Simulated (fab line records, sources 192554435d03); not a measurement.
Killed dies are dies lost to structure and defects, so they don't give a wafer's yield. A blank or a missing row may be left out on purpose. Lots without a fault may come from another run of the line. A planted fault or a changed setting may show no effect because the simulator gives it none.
fab line records | flow n5_finfet
record lots=24 wafers=72 last_day=18
route steps=1938 shown BEOL_M5@1152 BEOL_M6@1207
lots that met no fault: from a run of the same line without faults
start_h: hours from the record's first day to the start of the lot's first wafer shown | wait_h: hours since the lot's step before | " the same as in the row above | L1.1+2: a row that stands for several wafers | - no value, or no start given | * or withheld: withheld | < > ~ a bound
route shown NAME@n: a module of which the file shows steps, and the number in the route of the first | usual: mean/standard deviation of fault-free wafers | same: alike in all rows | chamber/n: place in a boat | sites: the reading at each site | _std_site: their standard deviation | _edge_site: outer sites' mean less inner sites' | radius_mm: how far each site lies from the wafer's centre | mask NAME#n: copy n | behind: the tool/chamber that last shaped the wafer | hold: why the lot was held/for how many hours/how that ended | device: the transistor (n, p or np) that didn't switch | end of line: the same wafers' tests at the end of the route | a step without rows: its recipe alone | killed: dies lost to structure and defects at the first sort, not the wafer's yield | map: a wafer's dies, x killed, . not, _ none there
set.NAME: the setting as run; set.NAME@STEP: as run at that earlier step | model.NAME: the simulator's own value behind a step, which no gauge read
steps of the route over a sample of lots; a table a step, a row a wafer
services: from which hour (start_h, from the record's first day; less than 0 if before it) a tool's chamber was out of use, for how many hours, and why
## steps
# step N5_BEOL_M5_ETCH_75
# recipe chemistry=N2/H2 target=underlayer target_depth_a=65 mask_material=CAR-EUV time_s=5.2 ion_energy_ev=200 pressure_mtorr=30 source_w=840 bias_w=150 n2_flow_sccm=200 h2_flow_sccm=200 ends=cleared
# usual drypump_motor_current_A=5.9/0.45 etch_rf_on_time_s=5.23/0.14 h2_flow_sccm=200.0/0.66 oes_product_au=0.68/0.074 rf_vpp_V=524.7/2.8 showerhead_plenum_p_Torr=2.57/0.089 throttle_valve_pct=17.98/0.24
# columns lot.wafer tool chamber start_h wait_h drypump_motor_current_A etch_rf_on_time_s h2_flow_sccm oes_product_au rf_hours_counter_h rf_vpp_V showerhead_plenum_p_Torr throttle_valve_pct
L074.1 rie_diel-06 3 182.93 0.0 5.9 5.41 199.9 0.71 81 520.6 2.48 17.88
L074.3 " 2 " " 5.5 5.04 199.4 0.62 240 518.4 2.39 18.09
L074.4 " 0 " " 5.8 5.34 199.8 0.59 244 526.7 2.61 18.36
L075.2 rie_diel-05 2 183.61 0.0 5.1 5.06 199.7 0.75 43 519.3 2.50 18.11
L075.5 " 0 " " 6.8 5.27 200.2 0.71 - 527.9 2.67 17.66
L075.6 " 2 " " 5.1 5.01 198.4 0.75 - 520.9 2.50 18.16
L077.1 rie_diel-06 3 188.58 0.0 5.9 5.35 199.2 0.70 84 522.4 2.48 17.91
L077.4 " 2 " " 5.5 4.99 200.5 0.61 243 519.1 2.39 18.06
L077.5 " 0 " " 5.8 5.28 200.4 0.58 - 525.5 2.60 18.35
L076.1 rie_diel-05 0 193.93 0.0 6.8 5.22 200.0 0.70 104 527.7 2.66 17.67
L076.2 " 3 " " 5.1 5.11 199.1 0.83 1 528.2 2.72 17.75
L076.4 " 2 " " 5.0 5.01 200.0 0.75 - 519.8 2.49 18.12
L078.3 rie_diel-05 1 204.32 0.0 5.4 5.16 200.1 0.65 144 521.7 2.43 17.74
L078.4 " 3 " " 5.1 5.10 200.7 0.83 4 530.1 2.72 17.76
L078.5 " 2 " " 5.1 4.98 199.6 0.75 - 525.7 2.49 18.16
L079.1 rie_diel-03 3 207.32 0.0 5.7 5.31 200.1 0.62 187 522.9 2.52 17.89
L079.3 " 0 " " 5.9 5.26 200.2 0.69 98 524.3 2.57 17.94
L079.4 " 1 " " 6.1 5.36 199.5 0.62 171 523.7 2.53 17.89
L080.2 rie_diel-05 1 215.71 0.0 5.4 5.13 199.6 0.66 147 522.7 2.43 17.75
L080.5 " 0 " " 6.8 5.22 200.2 0.69 - 527.2 2.66 17.71
L080.6 " 1 " " 5.4 5.17 199.8 0.65 - 522.5 2.43 17.73
L081.1 rie_diel-05 3 219.28 0.0 5.1 5.14 200.1 0.81 8 529.8 2.72 17.77
L081.3 " 2 " " 5.1 4.95 200.7 0.75 55 521.9 2.49 18.13
L081.4 " 0 " " 6.8 5.23 199.4 0.70 112 526.0 2.66 17.68
L082.2 rie_diel-06 3 232.48 0.0 5.9 5.42 200.1 0.68 100 520.1 2.47 17.93
L082.4 " 1 " " 6.3 5.29 200.8 0.64 172 527.5 2.66 18.47
L082.5 " 0 " " 5.8 5.26 200.3 0.79 - 527.3 2.60 17.95
L083.1 rie_diel-05 0 238.76 0.0 6.8 5.29 200.4 0.68 118 527.0 2.66 17.69
L083.4 " 1 " " 5.4 5.22 200.1 0.63 155 521.6 2.42 17.75
L083.5 " 0 " " 6.8 5.23 200.3 0.69 - 525.8 2.66 17.70
L084.1 rie_diel-03 1 240.76 0.0 6.1 5.26 199.0 0.63 182 525.2 2.52 17.91
L084.5 " 0 " " 5.9 5.15 201.4 0.68 - 524.7 2.57 17.99
L084.6 " 1 " " 6.1 5.28 200.3 0.62 - 525.3 2.52 17.88
L085.2 rie_diel-06 3 253.28 0.0 5.9 5.40 199.7 0.69 106 521.6 2.47 17.95
L085.3 " 2 " " 5.4 4.96 200.0 0.84 2 529.0 2.70 17.61
L085.4 " 0 " " 5.8 5.23 199.5 0.79 13 526.6 2.60 17.94
L086.1 rie_diel-03 0 257.68 0.0 5.9 5.17 199.9 0.66 114 523.2 2.57 17.97
L086.3 " 2 " " 6.1 5.41 199.8 0.59 239 525.1 2.61 18.10
L086.5 " 2 " " 6.1 5.45 200.2 0.58 - 525.8 2.61 18.13
L088.1 rie_diel-03 2 258.85 0.0 6.1 5.44 200.3 0.60 240 525.0 2.61 18.11
L088.2 " 3 " " 5.6 5.34 199.4 0.61 201 523.5 2.52 17.91
L088.5 " 1 " " 6.1 5.34 200.6 0.61 - 523.1 2.52 17.91
L087.1 rie_diel-03 0 261.14 0.0 5.9 5.21 200.1 0.66 115 520.9 2.57 17.99
L087.5 " 0 " " 5.9 5.24 200.2 0.67 - 524.9 2.57 18.01
L087.6 " 3 " " 5.7 5.29 199.6 0.60 - 525.6 2.52 17.91
L089.1 rie_diel-06 3 265.44 0.0 5.9 5.43 199.0 0.68 110 522.1 2.47 17.95
L089.4 " 0 " " 5.8 5.20 199.9 0.78 17 525.7 2.60 17.97
L089.5 " 0 " " 5.8 5.26 200.0 0.78 - 525.1 2.60 17.97
L090.2 rie_diel-06 3 280.09 0.0 5.9 5.39 199.1 0.68 115 521.5 2.47 17.95
L090.3 " 2 " " 5.4 4.98 200.3 0.80 11 528.9 2.70 17.61
L090.5 " 1 " " 6.4 5.29 200.7 0.63 - 527.8 2.65 18.51
L092.2 rie_diel-06 1 287.18 0.0 6.4 5.29 200.5 0.61 192 525.5 2.65 18.52
L092.4 " 3 " " 6.0 5.42 199.2 0.67 118 520.6 2.46 17.95
L092.5 " 2 " " 5.5 5.02 199.4 0.80 - 529.3 2.70 17.66
L093.3 rie_diel-06 3 290.29 0.0 5.9 5.46 199.7 0.67 120 520.4 2.46 17.98
L093.5 " 0 " " 5.8 5.31 201.4 0.75 - 527.1 2.59 17.98
L093.6 " 1 " " 6.3 5.32 199.9 0.62 - 525.3 2.65 18.54
L094.2 rie_diel-03 1 299.93 0.0 6.1 5.24 198.4 0.62 197 524.6 2.52 17.92
L094.3 " 0 " " 5.9 5.18 200.7 0.66 124 522.6 2.56 18.02
L094.5 " 1 " " 6.1 5.28 198.9 0.61 - 523.7 2.52 17.91
L095.1 rie_diel-03 0 307.85 0.0 5.9 5.20 200.5 0.65 129 525.1 2.56 18.04
L095.4 " 0 " " 5.9 5.20 200.1 0.66 - 525.6 2.56 18.01
L095.6 " 1 " " 6.1 5.29 201.4 0.61 - 521.9 2.51 17.92
L096.2 rie_diel-06 1 309.74 0.0 6.3 5.29 201.1 0.62 202 526.9 2.65 18.52
L096.4 " 0 " " 5.8 5.18 200.0 0.75 36 525.4 2.59 18.00
L096.5 " 2 " " 5.5 4.94 199.8 0.77 - 528.9 2.69 17.66
L097.3 rie_diel-06 3 316.95 0.0 5.9 5.44 199.5 0.65 129 521.0 2.46 18.00
L097.5 " 0 " " 5.8 5.27 199.9 0.74 - 525.7 2.59 17.99
L097.6 " 1 " " 6.3 5.31 200.2 0.60 - 525.2 2.65 18.53
L091.3 rie_diel-03 1 326.68 0.0 6.1 5.28 200.6 0.61 211 522.3 2.51 17.96
L091.4 " 3 " " 5.7 5.30 200.3 0.58 225 525.0 2.51 17.97
L091.5 " 2 " " 6.1 5.15 200.8 0.84 - 525.7 2.61 17.75
# step N5_BEOL_M5_STRIP_36
# recipe chemistry=N2/H2 power_w=450 temp_c=40 pressure_mtorr=20 rf_frequency_hz=6e+07 overash_fraction=0.3 bias_power_w=7 h2_frac=0.5 n2_flow_sccm=200 h2_flow_sccm=200
# usual drypump_motor_current_A=5.8/0.45 h2_flow_sccm=200.0/0.59 oes_product_au=0.81/0.089 power_w=450.2/1.5 rf_vpp_V=59.1/1.4 showerhead_plenum_p_Torr=2.57/0.089 throttle_valve_pct=23.8/0.34
# columns lot.wafer tool chamber start_h wait_h drypump_motor_current_A h2_flow_sccm oes_product_au power_w rf_hours_counter_h rf_vpp_V showerhead_plenum_p_Torr throttle_valve_pct
L074.1 rie_diel-06 3 183.12 0.0 5.9 199.2 0.85 449.8 81 58.2 2.47 23.6
L074.3 " 2 " " 5.4 200.6 0.71 448.2 240 58.7 2.39 23.8
L074.4 " 0 " " 5.8 199.4 0.70 452.8 245 59.1 2.60 24.1
L075.2 rie_diel-05 2 183.80 0.0 5.1 200.9 0.85 448.3 43 60.6 2.49 24.2
L075.5 " 0 " " 6.8 200.1 0.84 452.7 - 59.2 2.66 23.4
L075.6 " 2 " " 5.1 200.6 0.86 448.5 - 59.8 2.49 24.1
L077.1 rie_diel-06 3 188.77 0.0 5.9 199.2 0.84 452.1 84 58.9 2.47 23.6
L077.4 " 2 " " 5.5 200.4 0.69 448.9 243 56.3 2.38 23.9
L077.5 " 0 " " 5.8 199.4 0.70 451.5 - 57.0 2.60 24.1
L076.1 rie_diel-05 0 194.13 0.0 6.8 200.3 0.85 449.1 104 60.4 2.66 23.4
L076.2 " 3 " " 5.1 199.4 1.02 450.6 1 58.6 2.72 23.6
L076.4 " 2 " " 5.1 200.0 0.87 451.9 - 59.7 2.49 24.2
L078.3 rie_diel-05 1 204.51 0.0 5.4 199.6 0.77 450.6 144 56.2 2.42 23.4
L078.4 " 3 " " 5.1 199.3 0.96 450.9 4 57.7 2.72 23.6
L078.5 " 2 " " 5.0 200.6 0.85 451.2 - 58.8 2.49 24.2
L079.1 rie_diel-03 3 207.51 0.0 5.6 200.7 0.72 449.7 187 59.6 2.52 23.6
L079.3 " 0 " " 5.9 200.2 0.81 447.8 99 60.5 2.57 23.9
L079.4 " 1 " " 6.1 199.9 0.74 450.2 172 56.4 2.52 23.6
L080.2 rie_diel-05 1 215.90 0.0 5.4 199.7 0.77 450.3 147 57.0 2.42 23.4
L080.5 " 0 " " 6.8 199.5 0.82 447.3 - 61.0 2.66 23.4
L080.6 " 1 " " 5.4 200.1 0.77 451.1 - 58.5 2.42 23.4
L081.1 rie_diel-05 3 219.48 0.0 5.1 200.5 0.97 448.2 8 59.4 2.72 23.6
L081.3 " 2 " " 5.1 199.2 0.83 449.3 55 57.8 2.49 24.2
L081.4 " 0 " " 6.8 199.6 0.82 451.0 112 57.7 2.66 23.4
L082.2 rie_diel-06 3 232.67 0.0 5.9 198.8 0.83 451.9 100 57.7 2.47 23.6
L082.4 " 1 " " 6.4 201.4 0.77 452.4 172 61.2 2.66 24.6
L082.5 " 0 " " 5.8 201.0 0.97 448.8 - 61.8 2.60 23.8
L083.1 rie_diel-05 0 238.95 0.0 6.8 200.4 0.83 451.0 118 56.2 2.66 23.4
L083.4 " 1 " " 5.4 199.9 0.76 450.8 155 56.9 2.42 23.4
L083.5 " 0 " " 6.8 200.4 0.83 449.9 - 57.6 2.65 23.4
L084.1 rie_diel-03 1 240.95 0.0 6.1 199.3 0.73 450.4 182 58.9 2.52 23.6
L084.5 " 0 " " 5.9 199.3 0.79 454.4 - 57.2 2.56 23.9
L084.6 " 1 " " 6.1 199.5 0.73 449.3 - 60.0 2.52 23.6
L085.2 rie_diel-06 3 253.47 0.0 5.9 200.0 0.82 451.7 106 57.8 2.46 23.7
L085.3 " 2 " " 5.4 200.3 0.97 450.7 2 58.5 2.70 23.4
L085.4 " 0 " " 5.8 200.7 0.95 448.1 13 58.9 2.59 23.7
L086.1 rie_diel-03 0 257.88 0.0 5.9 200.6 0.79 453.5 114 59.7 2.56 23.9
L086.3 " 2 " " 6.1 200.5 0.70 450.5 239 59.3 2.61 23.9
L086.5 " 2 " " 6.1 199.6 0.70 452.5 - 58.9 2.61 23.9
L088.1 rie_diel-03 2 259.04 0.0 6.1 199.7 0.69 449.0 240 59.3 2.61 23.8
L088.2 " 3 " " 5.7 200.4 0.71 451.9 201 59.6 2.51 23.6
L088.5 " 1 " " 6.1 200.8 0.73 451.3 - 57.9 2.52 23.7
L087.1 rie_diel-03 0 261.33 0.0 5.9 201.4 0.80 448.9 115 59.2 2.56 23.9
L087.5 " 0 " " 5.9 200.4 0.78 449.8 - 59.6 2.56 23.9
L087.6 " 3 " " 5.7 200.9 0.71 449.4 - 59.3 2.51 23.6
L089.1 rie_diel-06 3 265.64 0.0 5.9 200.6 0.81 451.4 110 57.9 2.46 23.7
L089.4 " 0 " " 5.8 199.5 0.93 450.4 18 55.4 2.59 23.8
L089.5 " 0 " " 5.8 199.8 0.92 449.1 - 56.2 2.59 23.8
L090.2 rie_diel-06 3 280.28 0.0 5.9 199.6 0.81 450.8 115 57.3 2.46 23.7
L090.3 " 2 " " 5.4 200.4 0.92 449.1 11 58.1 2.70 23.4
L090.5 " 1 " " 6.3 199.9 0.73 449.0 - 58.5 2.65 24.6
L092.2 rie_diel-06 1 287.38 0.0 6.4 200.4 0.74 450.0 192 59.6 2.65 24.6
L092.4 " 3 " " 5.9 199.8 0.80 447.5 119 60.0 2.46 23.7
L092.5 " 2 " " 5.4 200.4 0.92 449.5 - 58.1 2.69 23.5
L093.3 rie_diel-06 3 290.48 0.0 5.9 199.9 0.79 449.9 120 60.1 2.46 23.7
L093.5 " 0 " " 5.8 199.6 0.91 451.3 - 59.4 2.59 23.8
L093.6 " 1 " " 6.3 199.8 0.74 448.6 - 59.8 2.65 24.6
L094.2 rie_diel-03 1 300.12 0.0 6.1 200.0 0.73 452.0 197 62.1 2.51 23.6
L094.3 " 0 " " 5.9 200.1 0.78 449.0 124 59.7 2.56 23.9
L094.5 " 1 " " 6.1 200.2 0.73 453.0 - 59.3 2.51 23.7
L095.1 rie_diel-03 0 308.04 0.0 5.9 199.8 0.77 447.9 129 62.8 2.56 23.9
L095.4 " 0 " " 5.9 199.8 0.77 448.1 - 58.5 2.56 23.9
L095.6 " 1 " " 6.1 199.8 0.72 452.9 - 58.9 2.51 23.7
L096.2 rie_diel-06 1 309.93 0.0 6.3 199.7 0.72 450.9 203 58.4 2.64 24.6
L096.4 " 0 " " 5.8 199.3 0.89 450.3 36 60.7 2.58 23.8
L096.5 " 2 " " 5.5 200.0 0.91 451.6 - 58.8 2.69 23.5
L097.3 rie_diel-06 3 317.15 0.0 5.9 200.6 0.78 449.0 129 59.6 2.45 23.7
L097.5 " 0 " " 5.8 200.7 0.88 451.3 - 59.5 2.58 23.8
L097.6 " 1 " " 6.4 199.9 0.72 451.0 - 59.0 2.64 24.6
L091.3 rie_diel-03 1 326.87 0.0 6.1 200.4 0.72 448.2 211 61.4 2.51 23.7
L091.4 " 3 " " 5.6 199.5 0.69 451.1 225 60.6 2.50 23.6
L091.5 " 2 " " 6.1 199.9 0.99 451.6 - 60.0 2.60 23.6
# step N5_BEOL_M5_CURE_80
# recipe temp_c=370 time_s=120 ambient=DMADMS/He material=SiCOH_lowk
# usual lamp_power_pct=52.31/0.056 wafer_temp_C_max=371.5/0.47
# columns lot.wafer tool chamber start_h wait_h lamp_power_pct wafer_temp_C_max
L074.1 uv_cure-03 1 183.51 0.0 52.29 371.2
L074.3 " 1 " " 52.33 371.2
L074.4 " 1 " " 52.24 371.1
L075.2 uv_cure-02 2 184.24 0.1 52.30 371.4
L075.5 " 2 " " 52.20 371.6
L075.6 " 2 " " 52.26 370.9
L077.1 uv_cure-01 1 189.16 0.0 52.26 372.1
L077.4 " 1 " " 52.23 371.9
L077.5 " 1 " " 52.21 371.5
L076.1 uv_cure-01 1 194.52 0.0 52.22 371.8
L076.2 " 1 " " 52.33 372.4
L076.4 " 1 " " 52.37 372.3
L078.3 uv_cure-02 2 205.01 0.1 52.33 372.7
L078.4 " 2 " " 52.32 371.8
L078.5 " 2 " " 52.33 371.7
L079.1 uv_cure-01 1 208.04 0.2 52.30 371.5
L079.3 " 1 " " 52.36 371.4
L079.4 " 1 " " 52.28 371.0
L080.2 uv_cure-02 0 216.34 0.1 52.33 371.4
L080.5 " 0 " " 52.27 371.3
L080.6 " 0 " " 52.40 371.7
L081.1 uv_cure-02 1 219.87 0.0 52.25 370.8
L081.3 " 1 " " 52.34 370.8
L081.4 " 1 " " 52.31 371.3
L082.2 uv_cure-01 0 233.12 0.1 52.37 371.4
L082.4 " 0 " " 52.39 371.6
L082.5 " 0 " " 52.33 371.8
L083.1 uv_cure-03 2 239.34 0.0 52.33 371.5
L083.4 " 2 " " 52.38 371.3
L083.5 " 2 " " 52.28 371.8
L084.1 uv_cure-02 0 241.34 0.0 52.37 371.3
L084.5 " 0 " " 52.26 370.9
L084.6 " 0 " " 52.35 371.4
L085.2 uv_cure-01 2 253.91 0.1 52.36 372.3
L085.3 " 2 " " 52.32 372.5
L085.4 " 2 " " 52.36 372.0
L086.1 uv_cure-02 1 258.27 0.0 52.34 371.0
L086.3 " 1 " " 52.37 370.8
L086.5 " 1 " " 52.31 370.8
L088.1 uv_cure-01 2 259.43 0.0 52.33 371.4
L088.2 " 2 " " 52.33 372.0
L088.5 " 2 " " 52.22 371.8
L087.1 uv_cure-02 1 261.72 0.0 52.28 371.0
L087.5 " 1 " " 52.32 371.3
L087.6 " 1 " " 52.42 371.3
L089.1 uv_cure-03 0 266.02 0.0 52.37 370.9
L089.4 " 0 " " 52.37 371.5
L089.5 " 0 " " 52.37 370.9
L090.2 uv_cure-03 0 280.72 0.1 52.28 371.2
L090.3 " 0 " " 52.31 370.9
L090.5 " 0 " " 52.26 371.0
L092.2 uv_cure-03 1 287.82 0.1 52.27 371.2
L092.4 " 1 " " 52.34 370.7
L092.5 " 1 " " 52.35 371.3
L093.3 uv_cure-03 2 290.97 0.1 52.31 371.7
L093.5 " 2 " " 52.27 371.8
L093.6 " 2 " " 52.34 371.5
L094.2 uv_cure-03 2 300.57 0.1 52.31 371.7
L094.3 " 2 " " 52.39 371.4
L094.5 " 2 " " 52.31 371.7
L095.1 uv_cure-02 2 308.42 0.0 52.29 372.2
L095.4 " 2 " " 52.45 372.2
L095.6 " 2 " " 52.27 372.3
L096.2 uv_cure-01 1 310.37 0.1 52.33 370.9
L096.4 " 1 " " 52.31 371.6
L096.5 " 1 " " 52.39 371.6
L097.3 uv_cure-02 1 317.63 0.1 52.30 371.5
L097.5 " 1 " " 52.27 370.8
L097.6 " 1 " " 52.26 371.0
L091.3 uv_cure-02 1 327.36 0.1 52.35 370.8
L091.4 " 1 " " 52.47 371.2
L091.5 " 1 " " 52.23 371.5
# step N5_BEOL_M5_SURFACE_TREAT_87
# recipe gas=Ar time_s=* ion_energy_ev=* ion_current_ma_cm2=0.5 pressure_mtorr=* ar_flow_sccm=30
# usual ar_flow_sccm=30.00/0.094 throttle_valve_pct=*
# columns lot.wafer tool chamber start_h wait_h ar_flow_sccm throttle_valve_pct
L074.1 pvd_sputter-02 - 184.23 0.2 29.98 *
L074.3 " - " " 29.92 *
L074.4 " - " " 30.01 *
L075.2 pvd_sputter-03 - 185.10 0.2 30.22 *
L075.5 " - " " 30.11 *
L075.6 " - " " 29.93 *
L077.1 pvd_sputter-03 - 189.96 0.2 29.88 *
L077.4 " - " " 30.06 *
L077.5 " - " " 30.11 *
L076.1 pvd_sputter-03 - 195.26 0.1 29.98 *
L076.2 " - " " 29.93 *
L076.4 " - " " 29.97 *
L078.3 pvd_sputter-01 - 206.07 0.2 30.11 *
L078.4 " - " " 30.06 *
L078.5 " - " " 30.11 *
L079.1 pvd_sputter-02 - 209.16 0.3 30.10 *
L079.3 " - " " 30.20 *
L079.4 " - " " 30.10 *
L080.2 pvd_sputter-01 - 217.35 0.4 29.91 *
L080.5 " - " " 30.24 *
L080.6 " - " " 29.94 *
L081.1 pvd_sputter-03 - 221.33 0.6 29.90 *
L081.3 " - " " 29.97 *
L081.4 " - " " 30.08 *
L082.2 pvd_sputter-03 - 233.96 0.2 30.04 *
L082.4 " - " " 29.84 *
L082.5 " - " " 29.94 *
L083.1 pvd_sputter-03 - 240.58 0.2 30.07 *
L083.4 " - " " 29.88 *
L083.5 " - " " 30.02 *
L084.1 pvd_sputter-01 - 242.55 0.2 30.07 *
L084.5 " - " " 30.09 *
L084.6 " - " " 29.92 *
L085.2 pvd_sputter-03 - 254.75 0.2 29.78 *
L085.3 " - " " 30.05 *
L085.4 " - " " 29.99 *
L086.1 pvd_sputter-01 - 259.11 0.2 30.09 *
L086.3 " - " " 30.10 *
L086.5 " - " " 29.96 *
L088.1 pvd_sputter-01 - 261.41 0.2 29.86 *
L088.2 " - " " 30.00 *
L088.5 " - " " 30.00 *
L087.1 pvd_sputter-01 - 262.87 0.4 30.10 *
L087.5 " - " " 30.11 *
L087.6 " - " " 29.96 *
L089.1 pvd_sputter-02 - 266.94 0.2 29.97 *
L089.4 " - " " 29.91 *
L089.5 " - " " 29.94 *
L090.2 pvd_sputter-02 - 281.72 0.5 30.05 *
L090.3 " - " " 29.90 *
L090.5 " - " " 30.09 *
L092.2 pvd_sputter-03 - 289.60 0.1 29.90 *
L092.4 " - " " 30.01 *
L092.5 " - " " 30.05 *
L093.3 pvd_sputter-03 - 291.85 0.3 29.98 *
L093.5 " - " " 30.07 *
L093.6 " - " " 29.96 *
L094.2 pvd_sputter-01 - 301.56 0.4 29.92 *
L094.3 " - " " 30.16 *
L094.5 " - " " 29.96 *
L095.1 pvd_sputter-03 - 309.69 0.2 30.00 *
L095.4 " - " " 30.05 *
L095.6 " - " " 30.10 *
L096.2 pvd_sputter-02 - 311.45 0.3 30.05 *
L096.4 " - " " 30.09 *
L096.5 " - " " 29.93 *
L097.3 pvd_sputter-03 - 318.52 0.1 29.99 *
L097.5 " - " " 29.90 *
L097.6 " - " " 29.98 *
L091.3 pvd_sputter-02 - 328.09 0.2 30.18 *
L091.4 " - " " 30.04 *
L091.5 " - " " 29.95 *
# step N5_BEOL_M6_CD_MEAS_11
# recipe target_cd_nm=38.5 landing_energy_ev=500 detector=se_inlens polarity=opening
# usual cd_nm=38.6/0.49
# columns lot.wafer tool chamber start_h wait_h cd_nm
L074.1 cd_sem-01 0 193.65 - 39.1
L074.3 " 0 " " 39.0
L074.4 " 0 " " 38.6
L075.2 cd_sem-01 0 195.04 - 38.6
L075.5 " 0 " " 39.2
L075.6 " 0 " " 38.3
L077.1 cd_sem-03 0 198.67 - 39.1
L077.4 " 0 " " 38.3
L077.5 " 0 " " 38.6
L076.1 cd_sem-03 0 202.41 - 37.9
L076.2 " 0 " " 38.4
L076.4 " 0 " " 38.4
L078.3 cd_sem-03 0 215.08 - 38.4
L078.4 " 0 " " 37.9
L078.5 " 0 " " 37.6
L079.1 cd_sem-02 0 216.75 - 38.8
L079.3 " 0 " " 38.5
L079.4 " 0 " " 38.5
L080.2 cd_sem-01 0 224.53 - 39.2
L080.5 " 0 " " 38.9
L080.6 " 0 " " 39.0
L081.1 cd_sem-03 0 229.59 - 38.6
L081.3 " 0 " " 38.3
L081.4 " 0 " " 39.1
L082.2 cd_sem-02 0 242.39 - 38.8
L082.4 " 0 " " 39.5
L082.5 " 0 " " 38.0
L083.1 cd_sem-03 0 250.32 - 38.8
L083.4 " 0 " " 39.3
L083.5 " 0 " " 38.6
L084.1 cd_sem-03 0 250.48 - 38.4
L084.5 " 0 " " 38.6
L084.6 " 0 " " 38.5
L085.2 cd_sem-01 0 263.53 - 39.0
L085.3 " 0 " " 38.6
L085.4 " 0 " " 39.1
L086.1 cd_sem-02 0 266.77 - 38.5
L086.3 " 0 " " 39.1
L086.5 " 0 " " 38.4
L088.1 cd_sem-03 0 269.39 - 38.5
L088.2 " 0 " " 38.9
L088.5 " 0 " " 38.4
L087.1 cd_sem-03 0 270.79 - 38.3
L087.5 " 0 " " 39.6
L087.6 " 0 " " 39.0
L089.1 cd_sem-01 0 274.57 - 38.6
L089.4 " 0 " " 38.0
L089.5 " 0 " " 39.0
L090.2 cd_sem-03 0 289.76 - 39.1
L090.3 " 0 " " 39.2
L090.5 " 0 " " 39.0
L092.2 cd_sem-01 0 297.57 - 37.9
L092.4 " 0 " " 38.1
L092.5 " 0 " " 38.7
L093.3 cd_sem-02 0 300.96 - 39.3
L093.5 " 0 " " 38.3
L093.6 " 0 " " 38.6
L094.2 cd_sem-01 0 309.74 - 39.4
L094.3 " 0 " " 38.8
L094.5 " 0 " " 39.1
L095.1 cd_sem-02 0 317.87 - 38.3
L095.4 " 0 " " 38.7
L095.6 " 0 " " 38.0
L096.2 cd_sem-03 0 318.84 - 38.2
L096.4 " 0 " " 38.2
L096.5 " 0 " " 38.2
L097.3 cd_sem-01 0 326.83 - 37.6
L097.5 " 0 " " 37.9
L097.6 " 0 " " 37.8
L091.3 cd_sem-02 0 338.18 - 38.2
L091.4 " 0 " " 39.0
L091.5 " 0 " " 38.1
# step N5_BEOL_M6_OVL_MEAS_12
# recipe points_per_wafer=44
# usual M6_OVL=0.3/0.7
# columns lot.wafer tool chamber start_h wait_h M6_OVL[nm]
L074.1 overlay-01 0 193.68 0.0 -0.6
L074.3 " 0 " " -1.0
L074.4 " 0 " " 0.4
L075.2 overlay-02 0 195.07 0.0 0.5
L075.5 " 0 " " 0.3
L075.6 " 0 " " -0.1
L077.1 overlay-01 0 198.70 0.0 1.1
L077.4 " 0 " " 0.3
L077.5 " 0 " " 0.9
L076.1 overlay-02 0 202.44 0.0 0.5
L076.2 " 0 " " 0.3
L076.4 " 0 " " 0.7
L078.3 overlay-01 0 215.10 0.0 1.1
L078.4 " 0 " " 1.6
L078.5 " 0 " " 1.8
L079.1 overlay-01 0 216.78 0.0 0.2
L079.3 " 0 " " 0.2
L079.4 " 0 " " 0.2
L080.2 overlay-01 0 224.55 0.0 0.4
L080.5 " 0 " " 0.1
L080.6 " 0 " " 0.2
L081.1 overlay-02 0 229.62 0.0 -0.1
L081.3 " 0 " " 0.5
L081.4 " 0 " " -0.1
L082.2 overlay-01 0 242.42 0.0 0.3
L082.4 " 0 " " -0.6
L082.5 " 0 " " 0.4
L083.1 overlay-02 0 250.35 0.0 -0.2
L083.4 " 0 " " 0.8
L083.5 " 0 " " -0.3
L084.1 overlay-01 0 250.52 0.0 0.3
L084.5 " 0 " " 0.7
L084.6 " 0 " " -0.2
L085.2 overlay-01 0 263.56 0.0 1.1
L085.3 " 0 " " 1.2
L085.4 " 0 " " 0.5
L086.1 overlay-02 0 266.80 0.0 0.3
L086.3 " 0 " " 0.9
L086.5 " 0 " " 0.4
L088.1 overlay-02 0 269.43 0.0 0.7
L088.2 " 0 " " 1.1
L088.5 " 0 " " 1.0
L087.1 overlay-01 0 270.82 0.0 0.4
L087.5 " 0 " " 0.2
L087.6 " 0 " " 0.8
L089.1 overlay-01 0 274.60 0.0 0.2
L089.4 " 0 " " -0.9
L089.5 " 0 " " -0.5
L090.2 overlay-02 0 289.79 0.0 -0.4
L090.3 " 0 " " -0.2
L090.5 " 0 " " -0.3
L092.2 overlay-02 0 297.60 0.0 0.5
L092.4 " 0 " " 1.3
L092.5 " 0 " " 1.1
L093.3 overlay-01 0 300.99 0.0 0.4
L093.5 " 0 " " 1.4
L093.6 " 0 " " 0.8
L094.2 overlay-02 0 309.77 0.0 0.1
L094.3 " 0 " " 0.7
L094.5 " 0 " " -0.7
L095.1 overlay-02 0 317.90 0.0 -0.7
L095.4 " 0 " " -1.2
L095.6 " 0 " " -1.5
L096.2 overlay-01 0 318.87 0.0 -0.4
L096.4 " 0 " " 0.1
L096.5 " 0 " " -0.2
L097.3 overlay-01 0 326.86 0.0 0.5
L097.5 " 0 " " 0.9
L097.6 " 0 " " 0.2
L091.3 overlay-02 0 338.25 0.1 0.1
L091.4 " 0 " " 0.1
L091.5 " 0 " " 1.0
## services
# columns tool chamber start_h hours kind
uv_cure-01 - 165.90 2.8 pm
rie_diel-06 1 171.06 6.3 repair
rie_diel-05 1 185.48 11.0 repair
uv_cure-03 - 192.62 2.8 pm
rie_diel-06 0 198.60 - clean
rie_diel-06 0 198.60 - consumable_replace:focus_ring
rie_diel-06 0 198.60 18.2 scheduled_down
rie_diel-06 0 198.60 18.2 vent_cycle
rie_diel-03 3 202.61 2.6 repair
pvd_sputter-02 - 205.02 2.0 repair
uv_cure-02 - 210.46 2.8 pm
rie_diel-06 2 216.82 - clean
rie_diel-06 2 216.82 - consumable_replace:focus_ring
rie_diel-06 2 216.82 - consumable_replace:showerhead
rie_diel-06 2 216.82 14.5 scheduled_down
rie_diel-06 2 216.82 14.5 vent_cycle
uv_cure-01 - 220.47 1.0 pm
rie_diel-06 - 230.51 0.5 repair
rie_diel-06 2 237.70 13.5 repair
pvd_sputter-01 - 246.25 3.0 repair
uv_cure-02 - 252.87 0.4 repair
uv_cure-02 - 293.88 0.3 repair
rie_diel-05 3 311.98 18.2 repair
rie_diel-05 2 324.13 30.9 repair
## key
fault none
